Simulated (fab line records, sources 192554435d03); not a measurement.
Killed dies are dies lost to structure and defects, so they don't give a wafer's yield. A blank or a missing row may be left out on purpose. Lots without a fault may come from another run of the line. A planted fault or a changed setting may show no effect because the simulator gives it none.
fab line records | flow n5_finfet
record lots=6 wafers=18 last_day=17
route steps=1938 shown BEOL_M9@1416 PASSIVATION@1936
lots that met no fault: from a run of the same line without faults
start_h: hours from the record's first day to the start of the lot's first wafer shown | wait_h: hours since the lot's step before | " the same as in the row above | L1.1+2: a row that stands for several wafers | - no value, or no start given | * or withheld: withheld | < > ~ a bound
route shown NAME@n: a module of which the file shows steps, and the number in the route of the first | usual: mean/standard deviation of fault-free wafers | same: alike in all rows | chamber/n: place in a boat | sites: the reading at each site | _std_site: their standard deviation | _edge_site: outer sites' mean less inner sites' | radius_mm: how far each site lies from the wafer's centre | mask NAME#n: copy n | behind: the tool/chamber that last shaped the wafer | hold: why the lot was held/for how many hours/how that ended | device: the transistor (n, p or np) that didn't switch | end of line: the same wafers' tests at the end of the route | a step without rows: its recipe alone | killed: dies lost to structure and defects at the first sort, not the wafer's yield | map: a wafer's dies, x killed, . not, _ none there
set.NAME: the setting as run; set.NAME@STEP: as run at that earlier step | model.NAME: the simulator's own value behind a step, which no gauge read
lots at some steps of the route; a table a step, a row a wafer
services: from which hour (start_h, from the record's first day; less than 0 if before it) a tool's chamber was out of use, for how many hours, and why
## steps
# step N5_BEOL_M9_INSPECT_13
# recipe mode=adi inspect_instrument=brightfield
# usual raw_defect_count=438/86
# columns lot.wafer tool chamber start_h wait_h raw_defect_count
L131.1 defect_inspect-01 - 224.12 0.0 492
L131.3 " - " " 454
L131.4 " - " " 507
L132.2 defect_inspect-02 - 229.67 0.0 333
L132.4 " - " " 404
L132.5 " - " " 389
L134.3 defect_inspect-01 - 236.83 0.0 539
L134.5 " - " " 553
L134.6 " - " " 543
L136.4 defect_inspect-01 - 244.18 0.0 509
L136.5 " - " " 369
L136.6 " - " " 412
L150.1 defect_inspect-01 - 339.14 0.0 440
L150.3 " - " " 378
L150.6 " - " " 453
L151.2 defect_inspect-02 - 340.53 0.0 557
L151.4 " - " " 538
L151.6 " - " " 421
# step N5_BEOL_M9_DESCUM_16
# recipe chemistry=O2 time_s=7.9 source_power_w=50 bias_power_w=20 pressure_mtorr=20 rf_frequency_hz=2.712e+07 temp_c=40 resist=CAR-ArF o2_flow_sccm=225
# usual drypump_motor_current_A=5.7/0.36 oes_product_au=0.76/0.092 rf_vpp_V=243.0/1.3 showerhead_plenum_p_Torr=2.09/0.065 throttle_valve_pct=20.58/0.26
# columns lot.wafer tool chamber start_h wait_h drypump_motor_current_A oes_product_au rf_hours_counter_h rf_vpp_V showerhead_plenum_p_Torr throttle_valve_pct
L131.1 rie_diel-03 3 224.16 0.0 5.2 0.73 194 242.7 2.18 20.70
L131.3 " 1 " " 5.7 0.73 196 242.9 2.09 20.75
L131.4 " 0 " " 5.6 0.72 160 242.9 2.18 20.72
L132.2 rie_diel-04 0 229.70 0.0 4.7 0.68 218 241.7 2.00 20.71
L132.4 " 3 " " 5.9 0.70 234 242.2 2.08 21.00
L132.5 " 2 " " 5.7 0.72 - 243.8 2.17 20.22
L134.3 rie_diel-04 1 236.86 0.0 6.1 0.94 19 241.6 2.04 20.19
L134.5 " 2 " " 5.7 0.71 - 243.1 2.17 20.21
L134.6 " 1 " " 6.0 0.95 - 242.4 2.04 20.18
L136.4 rie_diel-03 1 244.23 0.0 5.8 0.73 - 242.2 2.09 20.75
L136.5 " 2 " " 5.5 0.72 - 241.5 2.00 20.75
L136.6 " 0 " " 5.7 0.72 - 243.9 2.18 20.75
L150.1 rie_diel-03 0 339.17 0.0 5.6 0.69 199 243.9 2.17 20.80
L150.3 " 2 " " 5.5 0.70 216 242.6 1.99 20.77
L150.6 " 1 " " 5.8 0.71 - 241.8 2.08 20.81
L151.2 rie_diel-04 3 340.56 0.0 6.0 0.97 10 243.0 2.07 20.72
L151.4 " 3 " " 6.0 0.97 - 242.8 2.07 20.70
L151.6 " 1 " " 6.1 0.87 - 242.7 2.03 20.24
# step N5_BEOL_M9_ETCH_61
# recipe chemistry=CF4 target=SiARC target_depth_a=390 mask_material=CAR-ArF time_s=65 ion_energy_ev=80 pressure_mtorr=40 source_w=545 bias_w=36 Ar_flow_sccm=100 cf4_flow_sccm=100 ends=cleared
# usual cf4_flow_sccm=100.00/0.28 drypump_motor_current_A=5.7/0.36 etch_rf_on_time_s=65.2/1.6 oes_product_au=0.65/0.08 rf_vpp_V=184.0/1.3 showerhead_plenum_p_Torr=2.14/0.061 throttle_valve_pct=15.73/0.23
# columns lot.wafer tool chamber start_h wait_h cf4_flow_sccm drypump_motor_current_A etch_rf_on_time_s oes_product_au rf_hours_counter_h rf_vpp_V showerhead_plenum_p_Torr throttle_valve_pct
L131.1 rie_diel-03 3 224.19 0.0 100.49 5.3 65.5 0.63 194 185.4 2.22 15.92
L131.3 " 1 " " 99.76 5.8 65.9 0.63 196 184.2 2.14 15.82
L131.4 " 0 " " 99.80 5.7 66.5 0.61 160 185.5 2.22 15.86
L132.2 rie_diel-04 0 229.74 0.0 99.86 4.7 65.8 0.58 218 181.9 2.03 15.77
L132.4 " 3 " " 99.84 6.0 65.6 0.60 234 183.4 2.12 16.15
L132.5 " 2 " " 100.06 5.7 67.4 0.59 - 184.1 2.20 15.36
L134.3 rie_diel-04 1 236.90 0.0 99.98 6.1 63.2 0.80 19 183.3 2.12 15.44
L134.5 " 2 " " 99.90 5.7 65.9 0.60 - 185.1 2.20 15.36
L134.6 " 1 " " 99.94 6.2 63.2 0.80 - 183.5 2.12 15.45
L136.4 rie_diel-03 1 244.27 0.0 100.10 5.8 66.0 0.61 - 185.4 2.14 15.83
L136.5 " 2 " " 100.28 5.5 65.6 0.63 - 182.0 2.06 15.96
L136.6 " 0 " " 100.12 5.7 66.1 0.60 - 186.7 2.22 15.88
L150.1 rie_diel-03 0 339.21 0.0 100.26 5.6 65.6 0.58 199 185.0 2.20 15.95
L150.3 " 2 " " 99.72 5.5 65.5 0.61 216 183.5 2.05 16.02
L150.6 " 1 " " 100.22 5.7 65.7 0.60 - 184.8 2.13 15.89
L151.2 rie_diel-04 3 340.60 0.0 99.84 5.9 61.6 0.84 10 184.7 2.11 15.74
L151.4 " 3 " " 100.07 6.0 61.7 0.83 - 183.8 2.11 15.71
L151.6 " 1 " " 100.20 6.1 63.4 0.75 - 183.3 2.11 15.50
# step N5_BEOL_M9_ETCH_62
# recipe chemistry=N2/H2 target=SOC target_depth_a=1100 overetch_a=220 mask_material=SiARC temp_c=40 time_s=165 ion_energy_ev=200 pressure_mtorr=30 source_w=840 bias_w=150 n2_flow_sccm=200 h2_flow_sccm=200
# step N5_BEOL_M9_STRIP_68
# recipe chemistry=N2/H2 temp_c=40 n2_flow_sccm=200 h2_flow_sccm=200 rf_frequency_hz=6e+07
# step N5_BEOL_M9_STRIP_67
# recipe chemistry=CF4 resist=SiARC power_w=300 bias_power_w=75 pressure_mtorr=50 cf4_flow_sccm=150 rf_frequency_hz=6e+07
# step N5_BEOL_M9_HM_OPEN_17
# recipe chemistry=Cl2/BCl3 target_depth_a=200 overetch_a=60 target=TiN mask_material=SOC ion_energy_ev=150 pressure_mtorr=10 icp_w=1000 bias_w=126 Cl2_flow_sccm=53.25 bcl3_flow_sccm=21.75 Ar_flow_sccm=25
# step N5_BEOL_M9_STRIP_19
# recipe chemistry=O2 power_w=400 temp_c=40 pressure_mtorr=30 rf_frequency_hz=6e+07 bias_power_w=0 overash_fraction=0.2 o2_flow_sccm=225
# usual drypump_motor_current_A=5.7/0.4 oes_product_au=0.77/0.1 rf_vpp_V=3.7/0.57 showerhead_plenum_p_Torr=2.09/0.062 throttle_valve_pct=16.76/0.27
# columns lot.wafer tool chamber start_h wait_h drypump_motor_current_A oes_product_au rf_hours_counter_h rf_vpp_V showerhead_plenum_p_Torr throttle_valve_pct
L131.1 rie_diel-01 3 224.54 0.1 5.8 0.73 193 4.1 2.02 16.78
L131.3 " 1 " " 6.0 0.86 43 3.2 2.11 16.23
L131.4 " 2 " " 6.2 0.72 180 4.1 2.10 16.91
L132.2 rie_diel-01 0 230.20 0.2 5.3 0.98 8 4.1 2.16 16.74
L132.4 " 1 " " 6.0 0.87 45 3.5 2.11 16.23
L132.5 " 2 " " 6.3 0.72 - 3.5 2.10 16.92
L134.3 rie_diel-01 0 237.26 0.1 5.3 0.97 10 4.7 2.16 16.73
L134.5 " 1 " " 6.0 0.86 - 3.0 2.11 16.22
L134.6 " 2 " " 6.3 0.70 - 3.6 2.10 16.94
L136.4 rie_diel-04 1 244.67 0.1 6.0 0.93 - 4.8 2.05 16.41
L136.5 " 2 " " 5.7 0.71 - 3.4 2.17 16.51
L136.6 " 3 " " 5.9 0.69 - 3.9 2.08 17.25
L150.1 rie_diel-01 3 339.56 0.1 5.8 0.70 228 4.6 2.01 16.83
L150.3 " 2 " " 6.2 0.68 219 3.1 2.09 17.00
L150.6 " 3 " " 5.8 0.69 - 3.2 2.01 16.86
L151.2 rie_diel-01 1 340.98 0.1 6.0 0.80 83 2.2 2.10 16.29
L151.4 " 2 " " 6.3 0.68 220 4.2 2.09 17.02
L151.6 " 0 " " 5.3 0.89 - 4.1 2.15 16.79
# step N5_BEOL_M9_CD_MEAS_18
# recipe pitch_nm=140 target_cd_nm=70
# usual cd_nm=70.0/0.7
# columns lot.wafer tool chamber start_h wait_h cd_nm
L131.1 cd_sem-01 - 224.61 0.0 70.1
L131.3 " - " " 70.5
L131.4 " - " " 70.6
L132.2 cd_sem-03 - 230.27 0.1 69.5
L132.4 " - " " 70.6
L132.5 " - " " 70.7
L134.3 cd_sem-01 - 237.34 0.1 69.6
L134.5 " - " " 69.7
L134.6 " - " " 68.7
L136.4 cd_sem-03 - 244.72 0.0 70.3
L136.5 " - " " 69.9
L136.6 " - " " 70.7
L150.1 cd_sem-02 - 339.62 0.0 69.8
L150.3 " - " " 70.8
L150.6 " - " " 69.7
L151.2 cd_sem-02 - 341.05 0.1 69.9
L151.4 " - " " 70.4
L151.6 " - " " 69.7
# step N5_BEOL_M9_COAT_63
# recipe resist=SOC temp_c=250 time_s=60 spin_rpm=1500 resist_thk_nm=60
# step N5_BEOL_M9_COAT_64
# recipe resist=SiARC temp_c=220 time_s=60 spin_rpm=1500 resist_thk_nm=12
# step N5_BEOL_M9_COAT_75
# recipe resist=underlayer temp_c=205 time_s=60 spin_rpm=1500 resist_thk_nm=5
# step N5_BEOL_M9_COAT_22
# recipe resist=CAR-EUV spin_rpm=1500 resist_thk_nm=30
# usual spin_speed_rpm=1500.1/0.95
# columns lot.wafer tool chamber start_h wait_h spin_speed_rpm model.CAR-EUV_of_BEOL_M9_COAT_22.thk_nm
L131.1 litho_track-01 0 224.65 - 1502.6 30
L131.3 " 0 " " 1500.4 30
L131.4 " 0 " " 1500.5 30
L132.2 litho_track-01 0 231.43 - 1500.2 30
L132.4 " 0 " " 1499.6 30
L132.5 " 0 " " 1500.5 30
L134.3 litho_track-04 0 238.64 - 1499.4 30
L134.5 " 0 " " 1499.0 30
L134.6 " 0 " " 1499.0 30
L136.4 litho_track-03 0 244.77 - 1501.6 30
L136.5 " 0 " " 1500.8 30
L136.6 " 0 " " 1500.3 29.8
L150.1 litho_track-03 0 340.00 - 1465.0 30.4
L150.3 " 0 " " 1464.5 30.4
L150.6 " 0 " " 1464.0 30.4
L151.2 litho_track-03 0 341.32 - 1465.1 30.4
L151.4 " 0 " " 1464.7 30.4
L151.6 " 0 " " 1464.7 30.4
# step N5_BEOL_M9_EBR_24
# recipe solvent=PGMEA ebr_width_mm=1.5
# step N5_BEOL_M9_SOFTBAKE_23
# recipe temp_c=110 time_s=60 resist=CAR-EUV
# step N5_BEOL_M9_EXPOSE_25
# recipe mask_id=V8 na=0.33 source_shape=annular sigma_inner=0.4 sigma_outer=0.8 polarization=unpolarized dose_mj=37.25
# step N5_BEOL_M9_PEB_26
# recipe peb_temp_c=100 peb_time_s=60 resist=CAR-EUV
# step N5_BEOL_M9_DEVELOP_27
# recipe develop_time_s=30 developer=TMAH resist=CAR-EUV rinse_liquid=surfactant_rinse dry=air_spin dev_temp_c=23
# step N5_BEOL_M9_CD_MEAS_28
# recipe target_cd_nm=70 landing_energy_ev=500 detector=se_inlens polarity=opening
# usual cd_nm=69.92/0.25
# columns lot.wafer tool chamber start_h wait_h cd_nm
L131.1 cd_sem-01 0 224.91 - 70.55
L131.3 " 0 " " 69.85
L131.4 " 0 " " 70.16
L132.2 cd_sem-01 0 231.81 - 69.94
L132.4 " 0 " " 69.91
L132.5 " 0 " " 70.12
L134.3 cd_sem-03 0 238.90 - 69.83
L134.5 " 0 " " 69.41
L134.6 " 0 " " 69.60
L136.4 cd_sem-01 0 245.03 - 69.97
L136.5 " 0 " " 69.50
L136.6 " 0 " " 69.60
L150.1 cd_sem-02 0 340.28 - 69.73
L150.3 " 0 " " 69.88
L150.6 " 0 " " 69.94
L151.2 cd_sem-01 0 341.58 - 69.47
L151.4 " 0 " " 70.14
L151.6 " 0 " " 70.04
# step N5_BEOL_M9_OVL_MEAS_29
# recipe points_per_wafer=522
# usual V8_OVL=0.2/0.68
# columns lot.wafer tool chamber start_h wait_h V8_OVL[nm]
L131.1 overlay-02 0 224.94 0.0 0.3
L131.3 " 0 " " 0.4
L131.4 " 0 " " -0.7
L132.2 overlay-01 0 231.85 0.0 0.2
L132.4 " 0 " " 0.7
L132.5 " 0 " " 1.3
L134.3 overlay-01 0 238.94 0.0 -1.0
L134.5 " 0 " " 0.4
L134.6 " 0 " " -0.5
L136.4 overlay-02 0 245.07 0.0 1.1
L136.5 " 0 " " 0.5
L136.6 " 0 " " 1.1
L150.1 overlay-02 0 340.31 0.0 0.0
L150.3 " 0 " " -0.4
L150.6 " 0 " " -0.4
L151.2 overlay-02 0 341.62 0.0 0.6
L151.4 " 0 " " 0.1
L151.6 " 0 " " 0.5
# step N5_BEOL_M9_INSPECT_30
# recipe mode=adi inspect_instrument=brightfield
# usual raw_defect_count=433/86
# columns lot.wafer tool chamber start_h wait_h raw_defect_count
L131.1 defect_inspect-02 - 225.00 0.1 457
L131.3 " - " " 422
L131.4 " - " " 521
L132.2 defect_inspect-02 - 231.90 0.0 336
L132.4 " - " " 406
L132.5 " - " " 409
L134.3 defect_inspect-02 - 238.99 0.0 515
L134.5 " - " " 506
L134.6 " - " " 556
L136.4 defect_inspect-02 - 245.11 0.0 462
L136.5 " - " " 337
L136.6 " - " " 393
L150.1 defect_inspect-02 - 340.37 0.1 410
L150.3 " - " " 361
L150.6 " - " " 457
L151.2 defect_inspect-01 - 341.67 0.0 555
L151.4 " - " " 561
L151.6 " - " " 464
# step N5_BEOL_M9_DESCUM_33
# recipe chemistry=O2 time_s=7 source_power_w=50 bias_power_w=20 pressure_mtorr=20 rf_frequency_hz=2.712e+07 temp_c=40 resist=CAR-EUV o2_flow_sccm=225
# usual drypump_motor_current_A=5.6/0.44 oes_product_au=0.76/0.093 rf_vpp_V=242.9/1.2 showerhead_plenum_p_Torr=2.09/0.067 throttle_valve_pct=20.59/0.28
# columns lot.wafer tool chamber start_h wait_h drypump_motor_current_A oes_product_au rf_hours_counter_h rf_vpp_V showerhead_plenum_p_Torr throttle_valve_pct
L131.1 rie_diel-03 0 225.15 0.2 5.7 0.73 160 244.9 2.18 20.75
L131.3 " 2 " " 5.5 0.73 181 242.1 2.00 20.73
L131.4 " 3 " " 5.3 0.74 195 243.8 2.18 20.69
L132.2 rie_diel-04 0 232.05 0.2 4.7 0.67 219 243.1 2.00 20.72
L132.4 " 1 " " 6.1 0.94 17 241.3 2.04 20.20
L132.5 " 3 " " 6.0 0.70 - 244.0 2.08 21.00
L134.3 rie_diel-01 1 239.02 0.0 6.0 0.87 48 244.3 2.11 19.98
L134.5 " 0 " " 5.3 0.97 - 243.3 2.15 20.56
L134.6 " 3 " " 5.8 0.73 - 241.4 2.01 20.52
L136.4 rie_diel-04 2 245.27 0.2 5.7 0.71 205 242.4 2.17 20.21
L136.5 " 0 " " 4.7 0.67 - 241.4 1.99 20.74
L136.6 " 1 " " 6.1 0.93 - 241.8 2.04 20.19
L150.1 rie_diel-01 3 340.41 0.0 5.8 0.69 229 242.5 2.00 20.57
L150.3 " 1 " " 6.0 0.81 82 244.0 2.10 20.02
L150.6 " 0 " " 5.3 0.89 - 243.6 2.14 20.60
L151.2 rie_diel-01 0 341.70 0.0 5.3 0.89 42 244.7 2.14 20.61
L151.4 " 2 " " 6.3 0.69 220 244.5 2.09 20.75
L151.6 " 2 " " 6.3 0.68 - 242.8 2.09 20.75
# step N5_BEOL_M9_ETCH_76
# recipe chemistry=N2/H2 target=underlayer target_depth_a=65 mask_material=CAR-EUV time_s=5.2 ion_energy_ev=200 pressure_mtorr=30 source_w=840 bias_w=150 n2_flow_sccm=200 h2_flow_sccm=200 ends=cleared
# step N5_BEOL_M9_ETCH_65
# recipe chemistry=CF4 target=SiARC target_depth_a=156 mask_material=CAR-EUV time_s=26 ion_energy_ev=80 pressure_mtorr=40 source_w=545 bias_w=36 Ar_flow_sccm=100 cf4_flow_sccm=100 ends=cleared
# usual cf4_flow_sccm=100.0/0.32 drypump_motor_current_A=5.6/0.44 etch_rf_on_time_s=26.1/0.56 oes_product_au=0.64/0.079 rf_vpp_V=183.9/1.2 showerhead_plenum_p_Torr=2.13/0.065 throttle_valve_pct=15.74/0.24
# columns lot.wafer tool chamber start_h wait_h cf4_flow_sccm drypump_motor_current_A etch_rf_on_time_s oes_product_au rf_hours_counter_h rf_vpp_V showerhead_plenum_p_Torr throttle_valve_pct model.CAR-EUV_of_BEOL_M9_COAT_22.thk_nm
L131.1 rie_diel-03 0 225.20 0.0 100.2 5.7 26.3 0.61 160 184.2 2.22 15.87 11.2
L131.3 " 2 " " 100.0 5.5 26.1 0.63 181 182.6 2.06 15.97 11
L131.4 " 3 " " 99.8 5.2 25.8 0.64 195 186.5 2.22 15.92 11
L132.2 rie_diel-04 0 232.10 0.0 99.7 4.7 26.4 0.58 219 183.6 2.03 15.79 11.2
L132.4 " 1 " " 99.9 6.1 25.7 0.79 17 185.3 2.12 15.43 11.2
L132.5 " 3 " " 100.0 5.9 26.3 0.60 - 183.6 2.12 16.15 11
L134.3 rie_diel-01 1 239.07 0.0 99.8 5.9 25.6 0.74 48 184.3 2.17 15.26 11.2
L134.5 " 0 " " 99.9 5.2 25.0 0.82 - 183.7 2.18 15.58 11
L134.6 " 3 " " 99.8 5.8 27.2 0.60 - 182.5 2.05 15.66 11.2
L136.4 rie_diel-04 2 245.32 0.0 100.2 5.7 26.4 0.60 205 183.4 2.20 15.37 11
L136.5 " 0 " " 100.3 4.7 26.1 0.58 - 182.5 2.03 15.79 11.2
L136.6 " 1 " " 99.7 6.1 25.3 0.79 - 183.2 2.12 15.45 11
L150.1 rie_diel-01 3 340.46 0.0 99.9 5.8 27.2 0.58 229 181.7 2.04 15.73 11.4
L150.3 " 1 " " 99.9 6.0 26.3 0.70 82 182.7 2.16 15.33 11.6
L150.6 " 0 " " 100.0 5.3 25.2 0.76 - 183.6 2.17 15.64 11.4
L151.2 rie_diel-01 0 341.75 0.0 99.8 5.3 25.1 0.76 42 184.6 2.17 15.65 11.4
L151.4 " 2 " " 100.0 6.3 26.5 0.59 220 182.6 2.11 15.83 11.4
L151.6 " 2 " " 99.8 6.3 26.4 0.59 - 184.3 2.11 15.83 11.4
# step N5_BEOL_M9_ETCH_66
# recipe chemistry=N2/H2 target=SOC target_depth_a=800 overetch_a=160 mask_material=SiARC temp_c=40 time_s=120 ion_energy_ev=200 pressure_mtorr=30 source_w=840 bias_w=150 n2_flow_sccm=200 h2_flow_sccm=200
# usual drypump_motor_current_A=5.6/0.44 oes_product_au=0.58/0.064 rf_vpp_V=523.3/2.6 showerhead_plenum_p_Torr=2.52/0.083 throttle_valve_pct=17.91/0.27
# columns lot.wafer tool chamber start_h wait_h drypump_motor_current_A oes_product_au rf_hours_counter_h rf_vpp_V showerhead_plenum_p_Torr throttle_valve_pct
L131.1 rie_diel-03 0 225.23 0.0 5.7 0.55 160 525.3 2.66 18.14
L131.3 " 2 " " 5.5 0.56 181 520.5 2.42 18.09
L131.4 " 3 " " 5.3 0.57 195 526.8 2.62 17.86
L132.2 rie_diel-04 0 232.13 0.0 4.7 0.53 219 520.4 2.41 18.19
L132.4 " 1 " " 6.1 0.71 17 522.3 2.49 17.56
L132.5 " 3 " " 5.9 0.54 - 522.8 2.50 18.23
L134.3 rie_diel-01 1 239.10 0.0 6.0 0.66 48 525.6 2.57 17.40
L134.5 " 0 " " 5.3 0.73 - 525.6 2.59 17.74
L134.6 " 3 " " 5.8 0.55 - 520.9 2.43 17.82
L136.4 rie_diel-04 2 245.35 0.0 5.8 0.54 205 525.1 2.63 17.54
L136.5 " 0 " " 4.7 0.53 - 518.6 2.41 18.21
L136.6 " 1 " " 6.1 0.70 - 522.3 2.49 17.57
L150.1 rie_diel-01 3 340.49 0.0 5.8 0.54 229 518.7 2.41 17.88
L150.3 " 1 " " 6.0 0.63 82 524.9 2.55 17.44
L150.6 " 0 " " 5.3 0.68 - 525.2 2.58 17.81
L151.2 rie_diel-01 0 341.78 0.0 5.3 0.67 42 523.9 2.58 17.82
L151.4 " 2 " " 6.3 0.53 220 524.9 2.52 18.09
L151.6 " 2 " " 6.3 0.53 - 523.7 2.52 18.10
# step N5_PASSIVATION_PROBE_49
# usual defect_limited_yield=90.9/1.5 killed_at_M0_to_M3=36/9.9 killed_at_M4_up=13/4.5 killed_at_contacts=13/6.4 killed_at_front_end=42/12 killed_at_other=3.4/3 killed_dies=107/18 killed_on_rim=14/4.3 killed_open=69/13 killed_short=35/8.2 sort_bin_5_function=5.3/1.1 sort_bin_6_memory=3.4/0.69 sort_n_pass=1073/18 sort_yield_pct=90.9/1.5
# same gross_dies=1180 killed_at_back_side=0 sort_bin_4_leakage[%]=0 sort_bin_8_speed[%]=0
# columns lot.wafer tool chamber start_h wait_h defect_limited_yield[%] killed_at_M0_to_M3 killed_at_M4_up killed_at_contacts killed_at_front_end killed_at_other killed_dies killed_on_rim killed_open killed_short sort_bin_5_function[%] sort_bin_6_memory[%] sort_n_pass sort_yield_pct[%]
L132.2 prober-02 - 294.84 0.1 94.1 23 12 7 23 5 70 12 47 22 4.0 1.8 1110 94.1
L132.4 prober-02 - 294.94 0.2 93.6 34 6 5 26 4 75 6 47 28 3.2 2.8 1105 93.6
L132.5 prober-02 - 294.99 0.2 92.5 34 9 7 36 3 89 13 60 29 3.8 3.4 1091 92.5
L134.3 prober-02 - 306.09 0.1 91.7 33 18 7 37 3 98 8 64 33 4.8 3.0 1082 91.7
L134.5 prober-02 - 306.19 0.2 91.4 24 12 10 51 4 101 13 66 33 5.1 3.3 1079 91.4
L134.6 prober-02 - 306.24 0.3 90.4 38 9 21 43 2 113 10 67 45 5.2 4.0 1067 90.4
L136.4 prober-01 - 306.51 0.2 90.8 37 16 11 38 6 108 18 75 33 5.3 3.5 1072 90.8
L136.5 prober-01 - 306.56 0.2 91.5 41 9 4 42 4 100 13 53 46 4.3 3.7 1080 91.5
L136.6 prober-01 - 306.61 0.3 91.2 29 26 12 34 3 104 11 66 37 5.0 3.6 1076 91.2
L151.2 prober-02 - 407.28 0.1 91.1 32 20 27 25 1 105 12 76 27 4.7 3.7 1075 91.1
L151.4 prober-02 - 407.38 0.2 91.4 26 17 21 33 5 102 12 78 21 5.4 2.8 1078 91.4
L151.6 prober-02 - 407.48 0.3 91.5 26 9 25 39 1 100 11 70 28 4.7 3.5 1080 91.5
# killed by level:class
L132.2 BEOL_M3:geometric_particle:open=9 FIN_SAQP:geometric_particle:open=6 BEOL_M2:geometric_particle:open=6 MOL_CONTACT_COAG:geometric_particle:open=5 BEOL_M4:geometric_particle:open=5 BEOL_M0_SAQP:geometric_particle:open=4 FIN_SAQP:geometric_particle:short=3 BEOL_M0_SAQP:geometric_particle:short=3
L132.4 BEOL_M0_SAQP:geometric_particle:short=15 BEOL_M0_SAQP:geometric_particle:open=12 DUMMY_GATE:geometric_particle:open=5 MOL_CONTACT_COAG:geometric_particle:open=5 STI_FIN_REVEAL:geometric_particle:open=4 BEOL_M3:geometric_particle:open=4 FIN_SAQP:geometric_particle:short=3 FIN_SAQP:geometric_particle:open=3
L132.5 DUMMY_GATE:geometric_particle:open=8 BEOL_M2:geometric_particle:open=8 BEOL_M0_SAQP:geometric_particle:short=7 STI_FIN_REVEAL:geometric_particle:open=6 MOL_CONTACT_COAG:geometric_particle:open=6 BEOL_M3:geometric_particle:open=6 FIN_SAQP:geometric_particle:open=5 BEOL_M0_SAQP:geometric_particle:open=5
L134.3 FIN_SAQP:geometric_particle:open=10 BEOL_M0_SAQP:geometric_particle:open=9 BEOL_M0_SAQP:geometric_particle:short=8 BEOL_M4:geometric_particle:open=8 FIN_SAQP:geometric_particle:short=6 BEOL_M3:geometric_particle:open=6 MOL_CONTACT_COAG:geometric_particle:open=5 STARTING-WAFER:geometric_particle:short=5
L134.5 FIN_SAQP:geometric_particle:open=16 FIN_SAQP:geometric_particle:short=8 DUMMY_GATE:geometric_particle:open=8 MOL_CONTACT_COAG:geometric_particle:open=8 BEOL_M3:geometric_particle:open=5 STI_FIN_REVEAL:geometric_particle:open=5 BEOL_M0_SAQP:geometric_particle:short=5 GATE_CUT:geometric_particle:short=4
L134.6 MOL_CONTACT_COAG:geometric_particle:open=15 BEOL_M0_SAQP:geometric_particle:short=15 FIN_SAQP:geometric_particle:open=14 FIN_SAQP:geometric_particle:short=12 BEOL_M3:geometric_particle:open=8 BEOL_M0_SAQP:geometric_particle:open=7 MOL_CONTACT_COAG:geometric_particle:short=6 BEOL_M4:geometric_particle:open=5
L136.4 BEOL_M0_SAQP:geometric_particle:open=14 MOL_CONTACT_COAG:geometric_particle:open=9 FIN_SAQP:geometric_particle:open=8 BEOL_M4:geometric_particle:open=8 STI_FIN_REVEAL:geometric_particle:open=7 BEOL_M0_SAQP:geometric_particle:short=7 FIN_SAQP:geometric_particle:short=6 BEOL_M1:geometric_particle:open=6
L136.5 FIN_SAQP:geometric_particle:short=13 BEOL_M0_SAQP:geometric_particle:open=11 BEOL_M0_SAQP:geometric_particle:short=8 GATE_CUT:geometric_particle:short=7 BEOL_M4:geometric_particle:open=7 STI_FIN_REVEAL:geometric_particle:open=5 BEOL_M1:geometric_particle:open=5 BEOL_M2:geometric_particle:short=5
L136.6 BEOL_M4:geometric_particle:open=14 BEOL_M0_SAQP:geometric_particle:short=12 MOL_CONTACT_COAG:geometric_particle:open=9 FIN_SAQP:geometric_particle:short=6 DUMMY_GATE:geometric_particle:open=6 GATE_CUT:geometric_particle:open=5 BEOL_M0_SAQP:geometric_particle:open=5 BEOL_M2:geometric_particle:open=4
L151.2 MOL_CONTACT_COAG:geometric_particle:open=21 BEOL_M1:geometric_particle:open=11 BEOL_M0:geometric_particle:open=8 BEOL_M4:geometric_particle:open=6 BEOL_M5:geometric_particle:open=6 FIN_SAQP:geometric_particle:short=5 MOL_CONTACT_COAG:geometric_particle:short=5 BEOL_M3:geometric_particle:open=5
L151.4 MOL_CONTACT_COAG:geometric_particle:open=18 STI_FIN_REVEAL:geometric_particle:open=12 BEOL_M0_SAQP:geometric_particle:open=10 BEOL_M1:geometric_particle:open=7 BEOL_M5:geometric_particle:open=6 FIN_SAQP:geometric_particle:short=5 BEOL_M2:geometric_particle:open=5 FIN_SAQP:geometric_particle:open=4
L151.6 MOL_CONTACT_COAG:geometric_particle:open=22 STI_FIN_REVEAL:geometric_particle:open=15 BEOL_M2:geometric_particle:open=10 BEOL_M0_SAQP:geometric_particle:short=5 STI_FIN_REVEAL:geometric_particle:short=4 DUMMY_GATE:geometric_particle:open=4 GATE_CUT:geometric_particle:short=4 MOL_CONTACT_COAG:geometric_particle:short=3
## services
# columns tool chamber start_h hours kind
rie_diel-01 1 203.57 15.6 repair
litho_track-01 - 207.81 - consumable_replace:filter
rie_diel-04 0 241.77 2.9 repair
rie_diel-03 3 243.02 4.6 repair
rie_diel-04 3 266.66 7.7 repair
rie_diel-04 3 288.44 - clean
rie_diel-04 3 288.44 - consumable_replace:focus_ring
rie_diel-04 3 288.44 14.5 scheduled_down
rie_diel-04 3 288.44 14.5 vent_cycle
litho_track-01 - 299.16 - consumable_replace:filter
rie_diel-03 2 305.25 9.0 repair
litho_track-03 - 305.49 - consumable_replace:filter
rie_diel-01 3 312.30 7.9 repair
rie_diel-01 0 314.42 5.3 repair
rie_diel-01 0 332.02 2.5 repair
rie_diel-04 0 340.23 7.5 repair
rie_diel-04 2 341.48 8.4 repair
## key
first_sign step=N5_BEOL_M9_COAT_22 reading=spin_speed_rpm direction=down sigmas=37 usual=* struck=*
effect none on later readings
model_effect step=N5_BEOL_M9_COAT_22 value=CAR-EUV_of_BEOL_M9_COAT_22.thk_nm without=30 struck=30.4
model_effect step=N5_BEOL_M9_ETCH_65 value=CAR-EUV_of_BEOL_M9_COAT_22.thk_nm without=11.07 struck=11.43
met_at N5_BEOL_M9_COAT_22
struck_wafers L150.1,L150.3,L150.6,L151.2,L151.4,L151.6
onset_between 244.77 340.00
fault kind=process_parameter_drift tool=litho_track-03 chamber=- onset_h=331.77 steps=N5_BEOL_M9_COAT_22 channel=spin_rpm offset=* shape=step end_h=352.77 acts_in=* stated=*
